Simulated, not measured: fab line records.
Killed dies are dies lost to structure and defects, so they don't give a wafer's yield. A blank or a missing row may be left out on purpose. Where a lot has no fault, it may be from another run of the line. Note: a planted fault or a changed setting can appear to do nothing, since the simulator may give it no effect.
Comparing a struck lot with a sound one || flow nandHarc || 14 steps out of a route of 1302
Sound: these wafers, L356.1, L356.3, L356.6. The struck wafers were L351.2, L351.5, L351.6. The cause is given at the end.
At each step with rows: each side's tool, then ch and its chambers, then its first start. Under that, the readings that differ: sound wafers || struck wafers || difference of the means || sigmas: that difference in standard deviations of wafers without a fault.
alike: readings whose means differ by less than 2 such deviations, and words and numbers that are the same on both sides. not compared: withheld readings, readings that some wafer has no value for, bounds like >300 that may hide the same value, and numbers for which the record gives no deviation and whose values overlap.
The two part at a step that has a row with sigmas, a row that says differs or no value, or rows on one side only. Numbers that have no deviation but don't overlap get no sigmas and don't part them. A reading that every wafer of one side lacks parts them only if that side has two wafers or more.

NHARC_P_M1_PRE_CLEAN_30: time 30 s.
  sound on pvdSputter-01; struck on pvdSputter-03
  alike: heaterPowerW
NHARC_P_M1_PVD_20: deposits TaN, target thk 5 nm, time 8.06 s.
  sound on pvdSputter-01; struck on pvdSputter-03
  alike: throttleValvePct
NHARC_P_M1_PVD_21: deposits Cu, target thk 30 nm, time 20.49 s.
  sound on pvdSputter-01; struck on pvdSputter-03
  alike: throttleValvePct
then, 2 steps without rows for these wafers: NHARC_P_M1_ECD_22 (material Cu, target thk 400 nm); NHARC_P_M1_ANNEAL_31 (time 90 s).
NHARC_P_M1_CMP_23: polishes, t overpolish 20 s, target thk 157.82 nm.
  sound on cmp-01 ch 2,3, day 14 12:09; struck on cmp-01 ch 2,3, day 12 13:40
  alike: motorCurrentA, timeToEndpointS
NHARC_P_M1_THK_MEAS_24: measures by xrf.
  sound on filmMetro-01 at day 14 12:28; struck on filmMetro-02 at day 12 13:58
  alike: thkNm
following that, these wafers have no rows for 1 step: NHARC_P_M1_SRD_25.
NHARC_P_M1_INSPECT_27:
  sound on defectInspect-02 at day 14 12:37; struck on defectInspect-02 at day 12 14:07
  alike: rawDefectCount
NHARC_P_M1_PRE_CLEAN_32: time 12 s.
  sound on pecvd-01 ch 1, day 14 12:43; struck on pecvd-01 ch 0,1, day 12 14:11
  alike: heaterPowerW
then, 1 step without rows for these wafers: NHARC_P_M1_DEP_33 (deposits SiCN, target thk 30 nm).
NHARC_P_M2_DEP_00: deposits SiOC, target thk 182.5 nm.
  sound on pecvd-04 ch 1,2, day 14 13:22; struck on pecvd-01 ch 1,2, day 12 15:29
then, 1 step without rows for these wafers: NHARC_P_M2_DEHYDRATE_01 (time 120 s).
-- record jumps: 18 days between struck wafers' starts before vs after; left off in module P_M2, resumes in module END, first step shown is number 1302 of the route --
NHARC_END_SORT_01:
  sound on prober-01 ch 0, day 32 17:19; struck on prober-01 ch 0, day 30 20:46
{"reading": "killedAtPeriphery", "sound": "0 2 2", "struck": "14 10 14", "difference": "+11", "sigmas": "+4"}
  alike: defectLimitedYield, killedAtArray, killedAtOther, killedDies, killedOpen, killedShort

## WHERE THEY PART
Only at NHARC_END_SORT_01, as far as this record shows.

WHY: the cause the simulator had injected
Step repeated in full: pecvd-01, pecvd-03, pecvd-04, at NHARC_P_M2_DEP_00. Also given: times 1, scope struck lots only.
